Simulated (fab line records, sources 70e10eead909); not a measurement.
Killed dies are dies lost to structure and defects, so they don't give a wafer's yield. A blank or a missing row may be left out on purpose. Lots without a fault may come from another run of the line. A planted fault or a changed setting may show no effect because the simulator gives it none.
Which tool did it? | flow nand_harc | 12 lots, 36 wafers sampled, at 4 steps of a route of 1159

WHAT THE GAUGES READ, wafer by wafer
NHARC_P_M1_CD_MEAS_09: target cd 130 nm.
lot  | measured     | on        | cd_nm (nm)
L973 | day 6 01:34  | cd_sem-03 | 129.8 129.8 130.0
L977 | day 6 17:53  | cd_sem-03 | 130.4 129.8 130.4
L980 | day 7 19:38  | cd_sem-01 | 93.5 93.8 94.1
L982 | day 8 11:00  | cd_sem-02 | 93.7 94.6 94.2
L988 | day 10 05:50 | cd_sem-01 | 130.0 129.7 130.4
L989 | day 10 07:11 | cd_sem-01 | 130.2 130.8 130.2
L990 | day 10 15:51 | cd_sem-02 | 129.7 129.5 129.7
L992 | day 10 18:01 | cd_sem-01 | 130.1 130.7 130.0
L993 | day 11 02:35 | cd_sem-02 | 129.9 129.9 130.3
L994 | day 11 05:12 | cd_sem-02 | 130.3 129.9 129.8
L995 | day 11 08:55 | cd_sem-02 | 129.4 129.5 129.7
L996 | day 11 13:44 | cd_sem-02 | 130.7 130.9 130.5

WHICH TOOL RAN EACH LOT (tool, then ch and the chambers of the sampled wafers, then the start)
lot  | NHARC_P_M0_DESCUM_14               | NHARC_P_M0_PVD_20                       | NHARC_P_M1_PEB_07
L973 | rie_diel-01 ch 0,2,3, day 5 21:43  | pvd_sputter-01, day 6 01:29 or earlier  | litho_track-01 ch 0, day 6 01:29
L977 | rie_diel-01 ch 1,2,3, day 6 14:04  | pvd_sputter-02, day 6 17:49 or earlier  | litho_track-04 ch 0, day 6 17:49
L980 | rie_diel-09 ch 0,1, day 7 15:44    | pvd_sputter-02, day 7 19:33 or earlier  | litho_track-01 ch 0, day 7 19:33
L982 | rie_diel-09 ch 2,3, day 8 07:02    | pvd_sputter-03, day 8 10:55 or earlier  | litho_track-01 ch 0, day 8 10:55
L988 | rie_diel-09 ch 0,1,3, day 10 01:57 | pvd_sputter-01, day 10 05:45 or earlier | litho_track-04 ch 0, day 10 05:45
L989 | rie_diel-09 ch 0,1,2, day 10 02:22 | pvd_sputter-01, day 10 07:05 or earlier | litho_track-04 ch 0, day 10 07:05
L990 | rie_diel-13 ch 0,1,3, day 10 11:56 | pvd_sputter-02, day 10 15:46 or earlier | litho_track-04 ch 0, day 10 15:46
L992 | rie_diel-01 ch 1,2, day 10 14:05   | pvd_sputter-03, day 10 17:56 or earlier | litho_track-01 ch 0, day 10 17:56
L993 | rie_diel-01 ch 1,2, day 10 22:38   | pvd_sputter-03, day 11 02:30 or earlier | litho_track-06 ch 0, day 11 02:30
L994 | rie_diel-13 ch 1,2, day 11 01:08   | pvd_sputter-03, day 11 05:08 or earlier | litho_track-04 ch 0, day 11 05:08
L995 | rie_diel-01 ch 1,2,3, day 11 03:08 | pvd_sputter-03, day 11 08:50 or earlier | litho_track-06 ch 0, day 11 08:50
L996 | rie_diel-01 ch 0,1,3, day 11 09:32 | pvd_sputter-02, day 11 13:40 or earlier | litho_track-04 ch 0, day 11 13:40
- NHARC_P_M0_DESCUM_14: chemistry O2, time 3 s.
- NHARC_P_M0_PVD_20: deposits TaN, target thk 5 nm, time 8.06 s.
- NHARC_P_M1_PEB_07: peb time 65 s.

WHAT THE TOOLS THEMSELVES READ (means of the sampled wafers that have a number; where no wafer has one, the mark that the record gives instead)
NHARC_P_M0_DESCUM_14.
lot  | tool        | drypump_motor_current_A (A) | oes_product_au (a.u.) | rf_vpp_V (V) | showerhead_plenum_p_Torr (Torr) | throttle_valve_pct (%)
L973 | rie_diel-01 | 6.2                         | 1.002                 | 58.6         | 1.96                            | 11.318
L977 | rie_diel-01 | 6.0                         | 1.010                 | 57.9         | 1.91                            | 11.310
L980 | rie_diel-09 | 5.5                         | 1.004                 | 57.7         | 1.96                            | 11.310
L982 | rie_diel-09 | 5.9                         | 1.000                 | 57.9         | 1.87                            | 11.312
L988 | rie_diel-09 | 5.6                         | 1.001                 | 57.5         | 1.92                            | 11.316
L989 | rie_diel-09 | 5.8                         | 0.990                 | 57.4         | 1.93                            | 11.319
L990 | rie_diel-13 | 6.1                         | 1.002                 | 57.0         | 1.85                            | 11.308
L992 | rie_diel-01 | 6.5                         | 0.998                 | 57.5         | 1.90                            | 11.309
L993 | rie_diel-01 | 6.5                         | 0.997                 | 57.5         | 1.89                            | 11.312
L994 | rie_diel-13 | 6.1                         | 1.002                 | 57.0         | 1.92                            | 11.312
L995 | rie_diel-01 | 6.0                         | 1.004                 | 57.7         | 1.90                            | 11.311
L996 | rie_diel-01 | 6.0                         | 0.999                 | 57.6         | 1.95                            | 11.314

NHARC_P_M0_PVD_20.
lot  | tool           | throttle_valve_pct (%)
L973 | pvd_sputter-01 | 29.8
L977 | pvd_sputter-02 | 29.9
L980 | pvd_sputter-02 | 29.5
L982 | pvd_sputter-03 | 30.4
L988 | pvd_sputter-01 | 29.9
L989 | pvd_sputter-01 | 29.8
L990 | pvd_sputter-02 | 30.8
L992 | pvd_sputter-03 | 29.8
L993 | pvd_sputter-03 | 30.0
L994 | pvd_sputter-03 | 30.1
L995 | pvd_sputter-03 | 30.4
L996 | pvd_sputter-02 | 30.0

NHARC_P_M1_PEB_07.
lot  | tool           | heater_power_total_W (W) | plate_temp_C (C)
L973 | litho_track-01 | 156.7                    | 100.18
L977 | litho_track-04 | 157.0                    | 100.17
L980 | litho_track-01 | 253.9                    | -
L982 | litho_track-01 | 254.1                    | -
L988 | litho_track-04 | 156.8                    | 100.14
L989 | litho_track-04 | 156.4                    | 99.84
L990 | litho_track-04 | 156.9                    | 99.96
L992 | litho_track-01 | 156.8                    | 99.97
L993 | litho_track-06 | 156.6                    | 99.90
L994 | litho_track-04 | 156.8                    | 99.85
L995 | litho_track-06 | 157.1                    | 100.00
L996 | litho_track-04 | 156.4                    | 99.93

THE ANSWER, worked out from the rows above alone
Rule: what is usual is taken from the lots themselves. Put in order of their means at a reading, lots are off if they are a third of the lots or fewer, leave a main group of 4 or more, and stand apart from it by a gap of 3 or more times the standard deviation of the main group's means; of several such gaps the widest counts. A main group whose means are all the same, to the digits that the tables above print for the reading, isn't used. A lot without any number at a reading at which 4 lots or more have one is off too. The other lots that the step has rows for count as sound. The gauges are gone through in route order, then the tools' own readings, and for those a lot's mean is taken as printed above. The first step at which some lot is off is used, and at that step the reading that is off furthest; a lot without a number counts as furthest.
Off: L980, L982, at NHARC_P_M1_CD_MEAS_09 (cd_nm). The main group: mean 130.1 nm, standard deviation 0.33.
A tool fits if, at a process step before that reading, it ran every lot that is off, and no sound lot after the first of them. The gauges at NHARC_P_M1_CD_MEAS_09 aren't tried: what is off there is off at NHARC_P_M1_PEB_07 too, on other tools, and a gauge's error can't cause that. NHARC_P_M0_PVD_20 gives no start for some lots, so the hours and the order of its lots are those of NHARC_P_M1_PEB_07. None of those tried fits.

WHAT THE SIMULATOR HAD PUT IN
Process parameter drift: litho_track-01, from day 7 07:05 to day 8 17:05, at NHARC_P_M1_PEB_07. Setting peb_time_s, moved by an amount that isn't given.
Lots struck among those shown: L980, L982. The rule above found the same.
